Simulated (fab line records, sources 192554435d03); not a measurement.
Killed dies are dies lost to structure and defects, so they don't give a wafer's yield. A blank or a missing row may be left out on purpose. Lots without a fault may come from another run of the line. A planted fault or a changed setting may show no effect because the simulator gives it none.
Split-lot experiment | flow n5_finfet | 7 lots, 21 wafers read, on a route of 1938 steps

THE SPLIT
At N5_BEOL_M4_ALD_98 (deposits SiO2, target thk 2.5 nm, pulse time 1 s, co reactant pulse time 1 s), the setting ald_cycles was moved away from the recipe's 17 on 10 of the 21 wafers read, by -11.8% to +17.6%. The other wafers ran this setting at the recipe's value.

The reading is taken at the split's own step.

THE READING
SiO2_of_BEOL_M4_ALD_98.thk_nm (the simulator's own value, which no gauge read), in nm, at N5_BEOL_M4_ALD_98 (deposits SiO2, target thk 2.5 nm, pulse time 1 s, co reactant pulse time 1 s). The file gives no usual value for it. The 11 wafers here that ran the recipe average 2.5 nm, standard deviation 0.089 nm.

wafer  | tool, chamber at the split | ald_cycles as run | against the recipe | SiO2_of_BEOL_M4_ALD_98.thk_nm, nm | against lot-mates on the recipe
L076.3 | ald_sin-01, 2,0            | 17                | recipe             | 2.6                               | -
L076.5 | ald_sin-01, 2,0            | 17                | recipe             | 2.6                               | -
L076.6 | ald_sin-01, 3              | 19                | +11.8%             | 2.8                               | +0.2
L080.2 | ald_sin-03, 2              | 17                | recipe             | 2.6                               | -
L080.6 | ald_sin-03, 2              | 17                | recipe             | 2.6                               | -
L080.5 | ald_sin-03, 1              | 19                | +11.8%             | 2.8                               | +0.2
L082.3 | ald_sin-04, 2              | 17                | recipe             | 2.4                               | -
L082.5 | ald_sin-04, 1,2            | 18                | +5.9%              | 2.6                               | +0.2
L082.6 | ald_sin-04, 1,2            | 18                | +5.9%              | 2.6                               | +0.2
L084.1 | ald_sin-01, 1              | 17                | recipe             | 2.6                               | -
L084.2 | ald_sin-01, 0              | 15                | -11.8%             | 2.2                               | -0.4
L084.6 | ald_sin-01, 0              | 15                | -11.8%             | 2.2                               | -0.4
L094.1 | ald_sin-04, 3,1,1          | 17                | recipe             | 2.6                               | -
L094.4 | ald_sin-04, 3,1,1          | 17                | recipe             | 2.6                               | -
L094.5 | ald_sin-04, 3,1,1          | 17                | recipe             | 2.6                               | -
L089.1 | ald_sin-01, 1              | 20                | +17.6%             | 3                                 | +0.6
L089.4 | ald_sin-01, 3,0            | 17                | recipe             | 2.4                               | -
L089.6 | ald_sin-01, 3,0            | 17                | recipe             | 2.4                               | -
L091.3 | ald_sin-01, 2,1,1          | 15                | -11.8%             | 2.2                               | no lot-mate on the recipe
L091.4 | ald_sin-01, 2,1,1          | 15                | -11.8%             | 2.2                               | no lot-mate on the recipe
L091.5 | ald_sin-01, 2,1,1          | 15                | -11.8%             | 2.2                               | no lot-mate on the recipe
Where a row lists several chambers, the file gives one row for several wafers and doesn't say which wafer went through which chamber.

THE FIT
A straight line over all 21 wafers: SiO2_of_BEOL_M4_ALD_98.thk_nm changes by +0.0258 nm for each +1% of ald_cycles; r = +0.94; the points scatter about the line by 0.075 nm.
The same after taking each lot's own level away (the mean of its wafers on the recipe; 18 wafers): +0.0294 nm for each +1%; r = +0.97; scatter 0.057 nm.
On that fit, the largest move of ald_cycles shifts the reading by 0.52 nm.
The lots' own levels span 2.40 to 2.60 nm, that is 2.2 times the standard deviation above.
So the lot-to-lot level changes the slope: the two fits differ.
Check: with one of the wafers moved furthest among these (+17.6%) left out of the fit, the line predicts +0.454 nm for it against its lot-mates. It came out at +0.6 nm against them.

OTHER SPLITS ON THESE WAFERS
These wafers also went through other splits before the reading. Each is held against what the fit with the lots' levels taken away leaves over:
other split on the same wafers   | wafers away from the commonest value | r with SiO2_of_BEOL_M4_ALD_98.thk_nm (lot level and that fit taken away)
N5_BEOL_M2_ETCH_64 bias_w        | 7                                    | -0.18
N5_BEOL_M2_TRENCH_ETCH_37 time_s | 9                                    | +0.00
N5_BEOL_M3_ETCH_64 time_s        | 6                                    | +0.00
N5_BEOL_M3_COAT_67 spin_rpm      | 6                                    | -0.04
N5_BEOL_M4_COAT_73 spin_rpm      | 6                                    | +0.13
N5_BEOL_M4_EXPOSE_08 dose_mj     | 9                                    | +0.18

THE FILE'S OWN FIT
SiO2_of_BEOL_M4_ALD_98.thk_nm changes by +0.0278 nm for each +1% of ald_cycles, r = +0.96.
